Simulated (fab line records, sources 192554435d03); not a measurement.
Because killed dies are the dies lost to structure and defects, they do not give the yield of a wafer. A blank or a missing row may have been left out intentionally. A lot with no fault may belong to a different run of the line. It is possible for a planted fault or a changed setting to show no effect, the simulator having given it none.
2 desks looking at one fault + flow n5-finfet + only its own numbers are on each desk; what lay behind them is given at the end

## AT THE METROLOGY DESK
What the gauges read, lot by lot, whatever tool the lot ran on: means of the sampled wafers that have a number. If a lot's mean is further than 4 standard deviations from the usual mean, the lot is out of limits and carries the mark OUT (the distance appears in the brackets). Shown here are 7 of its 11 readings, the ones lying furthest out on some lot.
Columns: A = M1_THK at N5_BEOL_M1_THK_MEAS_53, usual 40.1 nm; B = DIBL_N at N5_BEOL_M4_RC_MEAS_101, usual 35.7 mV/V; C = DIBL_P at N5_BEOL_M4_RC_MEAS_101, usual 35.4 mV/V; D = IOFF_N at N5_BEOL_M4_RC_MEAS_101, usual 0.152 nA/um; E = ION_N at N5_BEOL_M4_RC_MEAS_101, usual 672 uA/um; F = SS_N at N5_BEOL_M4_RC_MEAS_101, usual 71.4 mV/dec; G = VT_N at N5_BEOL_M4_RC_MEAS_101, usual 251 mV
| lot  | first seen here | A    | B    | C    | D     | E   | F    | G   |
|------|-----------------|------|------|------|-------|-----|------|-----|
| L192 | day 6 14:04     | 39.6 | 36.0 | 35.1 | 0.144 | 671 | 71.3 | 252 |
| L194 | day 7 05:36     | 39.2 | 35.3 | 36.4 | 0.168 | 680 | 71.6 | 250 |
| L201 | day 9 04:49     | 39.0 | 35.5 | 35.7 | 0.142 | 671 | 71.5 | 252 |
| L206 | day 10 04:09    | 39.2 | 36.4 | 35.9 | 0.158 | 674 | 71.8 | 250 |
| L207 | day 10 11:17    | 42.0 | 35.1 | 34.2 | 0.130 | 661 | 71.3 | 250 |
| L214 | day 12 18:48    | 38.5 | 32.8 | 31.6 | 0.101 | 660 | 70.5 | 257 |
This desk's finding: nothing out of limits on any of the 6 lots.

## DESK OF THE TOOL OWNER: cvd-co-01
The tool's own readings at N5_BEOL_M1_CO_CAP_55 (material Co, precursor CCTBA/H2, target thk 2 nm, time 102.1 s): means of the sampled wafers that have a number, for each lot that ran on this tool. If a lot's mean is further than 4 standard deviations from the usual mean, the lot is out of limits and carries the mark OUT (the distance appears in the brackets).
Columns: A = heater-power-w at N5_BEOL_M1_CO_CAP_55, usual 235 W; B = run-length-s at N5_BEOL_M1_CO_CAP_55, usual 125.3 s
| lot  | first seen here | A   | B               |
|------|-----------------|-----|-----------------|
| L192 | day 6 14:09     | 219 | 125.2           |
| L201 | day 9 04:55     | 227 | 125.6           |
| L206 | day 10 04:16    | 228 | 149.4 (+57) OUT |
| L207 | day 10 11:24    | 220 | 149.2 (+57) OUT |
| L214 | day 12 18:52    | 226 | 125.1           |
This desk finds L206, L207 out of limits, L206 being first, at day 10 04:16 (run-length-s at N5_BEOL_M1_CO_CAP_55). In limits: L192, L201, L214.

## ALL TOGETHER
On L206, L207, at day 10 04:16, an alarm was possible from the tool owner's desk.
At the metrology desk, nothing out of limits was observed.
The metrology desk holds a record of L206, L207, inside its limits.
All the named lots went through N5_BEOL_M1_CO_CAP_55 on cvd-co-01.

## WHAT THE SIMULATOR PUT IN
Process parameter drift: cvd-co-01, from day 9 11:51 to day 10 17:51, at N5_BEOL_M1_CO_CAP_55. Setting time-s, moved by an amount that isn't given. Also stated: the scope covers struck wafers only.
Lots struck among those shown: L206, L207.
Hours from the fault's start to each desk's first reading out of limits: the tool owner's desk, 16.
